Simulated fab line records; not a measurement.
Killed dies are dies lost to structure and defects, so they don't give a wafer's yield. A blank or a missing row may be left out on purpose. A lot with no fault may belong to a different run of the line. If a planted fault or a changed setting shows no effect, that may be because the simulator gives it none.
Matching of chambers + flow nand_harc + NHARC_P_M2_ETCH_35 on rie_diel-01 has 4 sister chambers
The step etches the open film in N2/H2, target depth 40 nm, overetch 12 nm, time 43.94 s. 14 wafers are shown with their chamber, then 7 later ones without.

## WAFERS PAIRED WITH THEIR CHAMBERS
| wafer  | chamber | showerhead_plenum_p_Torr (Torr) | drypump_motor_current_A (A) | rf_vpp_V (V) |
|--------|---------|---------------------------------|-----------------------------|--------------|
| L074.1 | 2       | 2.07                            | 5.9                         | 431.2        |
| L074.2 | 3       | 2.01                            | 6.4                         | 430.1        |
| L074.5 | 2       | 2.07                            | 5.9                         | 433.9        |
| L078.1 | 0       | 2.04                            | 6.7                         | 431.0        |
| L078.2 | 1       | 1.91                            | 5.4                         | 426.3        |
| L078.5 | 1       | 1.91                            | 5.4                         | 427.8        |
| L080.3 | 2       | 2.07                            | 5.9                         | 430.7        |
| L080.5 | 0       | 2.04                            | 6.7                         | 430.7        |
| L080.6 | 1       | 1.91                            | 5.4                         | 427.5        |
| L081.1 | 1       | 1.91                            | 5.4                         | 427.0        |
| L081.2 | 3       | 2.01                            | 6.5                         | 429.0        |
| L081.3 | 2       | 2.07                            | 5.9                         | 432.7        |
| L083.2 | 0       | 2.03                            | 6.7                         | 430.9        |
| L083.4 | 3       | 2.01                            | 6.4                         | 429.7        |

SIGNATURES, as means of the wafers listed above
| reading                  | chamber 0 | chamber 1 | chamber 2 | chamber 3 | scatter within a chamber |
|--------------------------|-----------|-----------|-----------|-----------|--------------------------|
| showerhead_plenum_p_Torr | 2.0367    | 1.9100    | 2.0700    | 2.0100    | 0.00258                  |
| drypump_motor_current_A  | 6.700     | 5.400     | 5.900     | 6.433     | 0.0258                   |
| rf_vpp_V                 | 430.867   | 427.150   | 432.125   | 429.600   | 0.912                    |
Rule: for a wafer and a chamber, the distance is found by dividing, reading by reading, the gap between the wafer's reading and the chamber's mean by the reading's scatter, squaring, summing and taking the root. The wafer belongs to the nearest chamber; if the next one is less than 2 further off, it can't be placed. How the scatter is found: for the shown wafers, subtract from each reading the mean of its chamber, square and add these, divide the total by (wafers less chambers), then take the root.

## WAFERS WITHOUT THEIR CHAMBER
| wafer  | showerhead_plenum_p_Torr (Torr) | drypump_motor_current_A (A) | rf_vpp_V (V) |
|--------|---------------------------------|-----------------------------|--------------|
| L083.6 | 1.91                            | 5.4                         | 427.5        |
| L094.1 | 2.07                            | 5.9                         | 432.2        |
| L094.2 | 1.91                            | 5.4                         | 427.4        |
| L094.5 | 2.07                            | 5.9                         | 430.0        |
| L096.3 | 2.07                            | 5.9                         | 431.1        |
| L096.5 | 2.03                            | 6.7                         | 430.7        |
| L096.6 | 2.00                            | 6.4                         | 428.6        |

## EACH ONE'S CHAMBER
| wafer  | from the rows above | in truth |
|--------|---------------------|----------|
| L083.6 | 1                   | 1        |
| L094.1 | 2                   | 2        |
| L094.2 | 1                   | 1        |
| L094.5 | 2                   | 2        |
| L096.3 | 2                   | 2        |
| L096.5 | 0                   | 0        |
| L096.6 | 3                   | 3        |
Placed correctly: 7 of 7. Left unplaced by these rows: 0. Placed wrongly: 0.
